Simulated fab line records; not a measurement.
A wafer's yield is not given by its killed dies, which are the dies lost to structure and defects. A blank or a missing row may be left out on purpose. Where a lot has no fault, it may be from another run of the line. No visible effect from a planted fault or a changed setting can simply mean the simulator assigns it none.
Which tool did it? + flow nand-harc + 13 lots, 39 wafers sampled, at 6 steps of a route of 1302

WHAT THE GAUGES READ, wafer by wafer
NHARC_P_GATE_OVL_MEAS_27.
| lot  | measured     | on         | overlay-x-nm (nm) | overlay-y-nm (nm) |
|------|--------------|------------|-------------------|-------------------|
| L426 | day 5 13:05  | overlay-01 | -0.7 -0.9 -0.6    | 0.3 1.0 0.2       |
| L428 | day 6 05:13  | overlay-02 | 0.4 0.2 0.0       | -1.3 -1.1 -1.5    |
| L430 | day 7 10:57  | overlay-02 | 0.8 0.6 0.6       | -0.7 -0.2 -0.4    |
| L431 | day 7 14:28  | overlay-01 | 0.7 1.0 1.2       | 1.0 0.4 0.8       |
| L432 | day 7 21:46  | overlay-01 | 0.8 0.7 1.0       | 1.0 1.2 1.0       |
| L435 | day 9 07:16  | overlay-01 | 1.4 1.2 1.6       | 0.3 0.3 -0.1      |
| L442 | day 12 02:14 | overlay-01 | -0.1 -0.2 -0.4    | 0.9 0.7 1.2       |
| L443 | day 12 13:13 | overlay-01 | -1.3 -1.0 -1.1    | 0.9 1.5 1.5       |
| L444 | day 12 21:20 | overlay-01 | 0.7 0.5 0.6       | 0.0 0.0 0.3       |
| L445 | day 13 07:17 | overlay-02 | -1.2 -0.5 -0.9    | -1.0 -0.8 -1.2    |
| L446 | day 13 16:47 | overlay-02 | 1.4 1.2 1.5       | 1.4 1.3 1.2       |
| L447 | day 14 03:18 | overlay-01 | -1.7 -1.6 -1.1    | -0.9 -0.3 -0.8    |
| L448 | day 14 16:43 | overlay-01 | -0.9 -1.3 -1.4    | -0.5 -0.4 -0.1    |

NHARC_P_GATE_INSPECT_28.
| lot  | measured     | on                | raw-defect-count |
|------|--------------|-------------------|------------------|
| L426 | day 5 13:08  | defect-inspect-02 | 3 7 10           |
| L428 | day 6 05:14  | defect-inspect-02 | 11 6 9           |
| L430 | day 7 10:59  | defect-inspect-01 | 3 5 2            |
| L431 | day 7 14:30  | defect-inspect-02 | 5 5 4            |
| L432 | day 7 21:47  | defect-inspect-01 | 41 49 44         |
| L435 | day 9 07:18  | defect-inspect-01 | 40 32 45         |
| L442 | day 12 02:16 | defect-inspect-02 | 3 3 5            |
| L443 | day 12 13:15 | defect-inspect-02 | 7 1 4            |
| L444 | day 12 21:22 | defect-inspect-02 | 9 7 12           |
| L445 | day 13 07:19 | defect-inspect-02 | 7 11 5           |
| L446 | day 13 16:50 | defect-inspect-02 | 8 10 5           |
| L447 | day 14 03:20 | defect-inspect-02 | 6 5 7            |
| L448 | day 14 16:44 | defect-inspect-01 | 6 6 9            |

NHARC_END_SORT_01.
| lot  | measured     | on        | killed-at-array | killed-at-other | killed-at-periphery | killed-dies | killed-open | killed-short |
|------|--------------|-----------|-----------------|-----------------|---------------------|-------------|-------------|--------------|
| L432 | day 27 19:12 | prober-02 | 31 43 34        | 0 0 0           | 35 36 40            | 66 79 74    | 0 5 1       | 1 4 3        |
| L435 | day 28 20:07 | prober-01 | 47 59 51        | 1 3 1           | 30 28 36            | 78 90 88    | 0 3 4       | 2 2 1        |

WHAT TOOL EACH LOT RAN ON (gives the tool, then ch and the chambers of the sampled wafers, and finally the start)
| lot  | NHARC_P_GATE_OXIDE_02         | NHARC_P_GATE_DEP_103            | NHARC_P_GATE_ALD_36               |
|------|-------------------------------|---------------------------------|-----------------------------------|
| L426 | furnace-07 ch 0, day 4 17:44  | pecvd-04 ch 0, day 5 12:17      | ald-sin-04 ch 2,3, day 5 14:26    |
| L428 | furnace-07 ch 0, day 5 08:04  | pecvd-04 ch 0,2, day 6 04:34    | ald-sin-04 ch 1,2,3, day 6 08:37  |
| L430 | furnace-01 ch 0, day 6 15:01  | pecvd-04 ch 0,1,2, day 7 10:11  | ald-sin-03 ch 0,3, day 7 13:26    |
| L431 | furnace-01 ch 0, day 6 15:01  | pecvd-03 ch 0,1,2, day 7 13:42  | ald-sin-04 ch 0,2,3, day 7 15:50  |
| L432 | furnace-01 ch 0, day 7 02:21  | pecvd-01 ch 0,2, day 7 21:08    | ald-sin-02 ch 0,3, day 7 23:08    |
| L435 | furnace-01 ch 0, day 8 11:27  | pecvd-03 ch 1,2, day 9 06:30    | ald-sin-02 ch 1,3, day 9 08:43    |
| L442 | furnace-01 ch 0, day 11 05:12 | pecvd-04 ch 0,1,2, day 12 01:32 | ald-sin-03 ch 1,2,3, day 12 05:41 |
| L443 | furnace-01 ch 0, day 11 13:52 | pecvd-03 ch 0,1, day 12 12:28   | ald-sin-04 ch 1,2,3, day 12 15:40 |
| L444 | furnace-07 ch 0, day 11 23:33 | pecvd-01 ch 0,1,2, day 12 20:34 | ald-sin-02 ch 0,2,3, day 12 22:40 |
| L445 | furnace-01 ch 0, day 12 10:01 | pecvd-03 ch 0,1, day 13 06:40   | ald-sin-03 ch 2,3, day 13 08:38   |
| L446 | furnace-01 ch 0, day 12 19:11 | pecvd-04 ch 0,1,2, day 13 16:03 | ald-sin-04 ch 0,1,3, day 13 19:12 |
| L447 | furnace-07 ch 0, day 13 07:26 | pecvd-04 ch 0,1,2, day 14 02:32 | ald-sin-02 ch 0,1, day 14 04:43   |
| L448 | furnace-01 ch 0, day 13 21:10 | pecvd-01 ch 0,1,2, day 14 15:56 | ald-sin-03 ch 1,2, day 14 18:05   |
- NHARC_P_GATE_OXIDE_02: material SiO2, target thk 37.5 nm, ox time 365 s.
- NHARC_P_GATE_DEP_103: deposits SiON, target thk 30 nm.
- NHARC_P_GATE_ALD_36: deposits SiNx, target thk 20 nm, pulse time 60 s, ald cycles 223.

AS READ BY THE TOOLS THEMSELVES (means over the sampled wafers that have a number; for cases with no such wafer, the mark the record gives instead)
NHARC_P_GATE_OXIDE_02.
| lot  | tool       | zone-power-centre-pct (%) |
|------|------------|---------------------------|
| L426 | furnace-07 | 17.9                      |
| L428 | furnace-07 | 17.9                      |
| L430 | furnace-01 | 21.2                      |
| L431 | furnace-01 | 21.3                      |
| L432 | furnace-01 | 21.0                      |
| L435 | furnace-01 | 21.0                      |
| L442 | furnace-01 | 21.2                      |
| L443 | furnace-01 | 21.1                      |
| L444 | furnace-07 | 17.9                      |
| L445 | furnace-01 | 21.2                      |
| L446 | furnace-01 | 21.1                      |
| L447 | furnace-07 | 17.9                      |
| L448 | furnace-01 | 21.1                      |

NHARC_P_GATE_DEP_103.
| lot  | tool     | heater-power-w (W) |
|------|----------|--------------------|
| L426 | pecvd-04 | 662                |
| L428 | pecvd-04 | 704                |
| L430 | pecvd-04 | 719                |
| L431 | pecvd-03 | 722                |
| L432 | pecvd-01 | 825                |
| L435 | pecvd-03 | 732                |
| L442 | pecvd-04 | 674                |
| L443 | pecvd-03 | 700                |
| L444 | pecvd-01 | 780                |
| L445 | pecvd-03 | 608                |
| L446 | pecvd-04 | 686                |
| L447 | pecvd-04 | 704                |
| L448 | pecvd-01 | 819                |

NHARC_P_GATE_ALD_36.
| lot  | tool       | heater-power-w (W) | precursor-pulse-height-rel |
|------|------------|--------------------|----------------------------|
| L426 | ald-sin-04 | 805                | 1.003                      |
| L428 | ald-sin-04 | 813                | 0.995                      |
| L430 | ald-sin-03 | 864                | 1.002                      |
| L431 | ald-sin-04 | 909                | 1.007                      |
| L432 | ald-sin-02 | 773                | 0.991                      |
| L435 | ald-sin-02 | 730                | 0.986                      |
| L442 | ald-sin-03 | 887                | 0.987                      |
| L443 | ald-sin-04 | 801                | 1.011                      |
| L444 | ald-sin-02 | 791                | 0.994                      |
| L445 | ald-sin-03 | 834                | 1.013                      |
| L446 | ald-sin-04 | 862                | 0.990                      |
| L447 | ald-sin-02 | 779                | 1.003                      |
| L448 | ald-sin-03 | 912                | 1.004                      |

THE ANSWER, worked out from the rows above alone
Rule: what is usual is taken from the lots themselves. The widest of any qualifying gaps counts: lots, ordered by their means at a reading, are off when they make up no more than a third of the lots, leave a main group of 4 or more, and stand apart from it by 3 or more times the standard deviation of that group's means. Not used: any main group whose means are identical at the precision the tables above print for the reading. Also off: a lot with no number at a reading for which 4 or more lots have one. The other lots that the step has rows for count as sound. Order of review: gauges by route order, followed by the tools' own readings, for which a lot's mean as printed above is used. The first step at which some lot is off is used, and at that step the reading that is off furthest; a lot without a number counts as furthest.
Off at NHARC_P_GATE_INSPECT_28 (raw-defect-count): L432, L435. For the main group the mean is 6 and the standard deviation 2.
A tool fits if, at a process step before that reading, it ran every lot that is off, and no sound lot after the first of them. The gauges at NHARC_P_GATE_INSPECT_28 are tried like those tools. None of those tried fits.

WHAT HAD BEEN PUT IN BY THE SIMULATOR
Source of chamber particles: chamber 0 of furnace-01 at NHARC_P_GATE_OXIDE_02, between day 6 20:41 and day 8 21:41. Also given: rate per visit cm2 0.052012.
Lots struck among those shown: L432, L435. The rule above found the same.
